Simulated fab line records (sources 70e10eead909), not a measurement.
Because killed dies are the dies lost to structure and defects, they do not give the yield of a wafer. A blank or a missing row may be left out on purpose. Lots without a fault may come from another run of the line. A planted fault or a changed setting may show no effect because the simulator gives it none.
A struck lot beside a sound one | flow nand harc | 14 steps out of a route of 1302
Sound: wafers L356.3, L356.4, L356.5. Wafers struck: L364.1, L364.3, L364.5. Last of all comes the cause.
Each step with rows lists, per side, the tool, then ch with its chambers, then its first start. Under that, the readings that differ: sound wafers | struck wafers | difference of the means | sigmas: that difference in standard deviations of wafers without a fault.
alike: same words and numbers on both sides, and readings whose means sit less than 2 such deviations apart. not compared: any withheld reading, any reading some wafer has no value for, any bound like >300 that may hide the same value, and any number with overlapping values for which the record gives no deviation.
The two part at a step that has a row with sigmas, a row that says differs or no value, or rows on one side only. When numbers do not overlap yet have no deviation, they are printed without sigmas and do not part them. Lack of a reading on every wafer of one side parts them only where that side has two or more wafers.

NHARC_A_CHANNEL_HOLE_D1_ETCH_44: etches the open film in CF4/O2, target depth 140 nm, overetch 14 nm, time 77 s.
  sound on rie diel-06 ch 1,2,3, day 10 15:12; struck on rie diel-11 ch 1,2, day 13 12:59
  alike: drypump motor current A, o2 flow sccm, oes product au, rf vpp V, showerhead plenum p Torr, throttle valve pct
  not compared: rf hours counter h
then, 3 steps without rows for these wafers: NHARC_A_CHANNEL_HOLE_D1_STRIP_27 (strips in O2); NHARC_A_CHANNEL_HOLE_D1_PRECLEAN_28 (cleans in SC1); NHARC_A_CHANNEL_HOLE_D1_SRD_29.
NHARC_A_CHANNEL_HOLE_D1_CD_MEAS_30:
  sound on cd sem-02 at day 10 16:09; struck on cd sem-01 at day 13 13:46
  reading    | sound          | struck         | difference | sigmas
  cd nm (nm) | 89.0 88.4 89.9 | 92.3 91.1 91.2 | +2.4       | +2
NHARC_A_CHANNEL_HOLE_D1_XSEM_31:
  sound on xsem-02 ch 0, day 10 16:15; struck on xsem-01 ch 0, day 13 13:52
  alike: bot cd nm, bow nm, tilt deg
NHARC_A_CHANNEL_HOLE_D1_INSPECT_40:
  sound on defect inspect-01 at day 10 16:20; struck on defect inspect-01 at day 13 13:58
  alike: raw defect count
then, 2 steps without rows for these wafers: NHARC_A_CHANNEL_FILL_D1_PRECLEAN_00 (cleans in SC1); NHARC_A_CHANNEL_FILL_D1_SRD_01.
NHARC_A_CHANNEL_FILL_D1_ALD_02: deposits SiO2, target thk 6 nm, pulse time 10 s, ald cycles 60.
  sound on ald hk-04 ch 2,3, day 10 16:37; struck on ald hk-04 ch 0,2, day 13 14:10
  alike: ald cycles, heater power w, precursor pulse height rel
NHARC_A_CHANNEL_FILL_D1_ALD_03: deposits SiNx, target thk 6 nm, pulse time 60 s, ald cycles 58.
  sound on ald sin batch-02 ch 0; struck on ald sin batch-01 ch 0
  alike: ald cycles, precursor pulse height rel
then, 1 step without rows for these wafers: NHARC_A_CHANNEL_FILL_D1_ALD_14 (deposits SiO2, target thk 2.5 nm, pulse time 10 s, ald cycles 25).
NHARC_A_CHANNEL_FILL_D1_ALD_15: deposits SiNx, target thk 2 nm, pulse time 60 s, ald cycles 19.
  sound on ald sin batch-01 ch 0, day 11 02:40; struck on ald sin batch-01 ch 0, day 14 00:17
  reading    | sound    | struck   | difference | sigmas
  ald cycles | 19 19 19 | 27 27 27 | +8         |
  alike: precursor pulse height rel
NHARC_A_CHANNEL_FILL_D1_ALD_16: deposits SiO2, target thk 1.5 nm, pulse time 10 s, ald cycles 15.
  sound on ald hk-03 ch 1,3, day 11 04:48; struck on ald hk-01 ch 0,1,2, day 14 02:20
  alike: ald cycles, heater power w, precursor pulse height rel

WHERE THEY PART
At NHARC_A_CHANNEL_HOLE_D1_CD_MEAS_30 and nowhere else, as far as this record goes. Later steps at which nothing parts them and some readings are alike: NHARC_A_CHANNEL_HOLE_D1_XSEM_31, NHARC_A_CHANNEL_HOLE_D1_INSPECT_40, NHARC_A_CHANNEL_FILL_D1_ALD_02, NHARC_A_CHANNEL_FILL_D1_ALD_03, NHARC_A_CHANNEL_FILL_D1_ALD_15, NHARC_A_CHANNEL_FILL_D1_ALD_16.

WHY: the cause the simulator had injected
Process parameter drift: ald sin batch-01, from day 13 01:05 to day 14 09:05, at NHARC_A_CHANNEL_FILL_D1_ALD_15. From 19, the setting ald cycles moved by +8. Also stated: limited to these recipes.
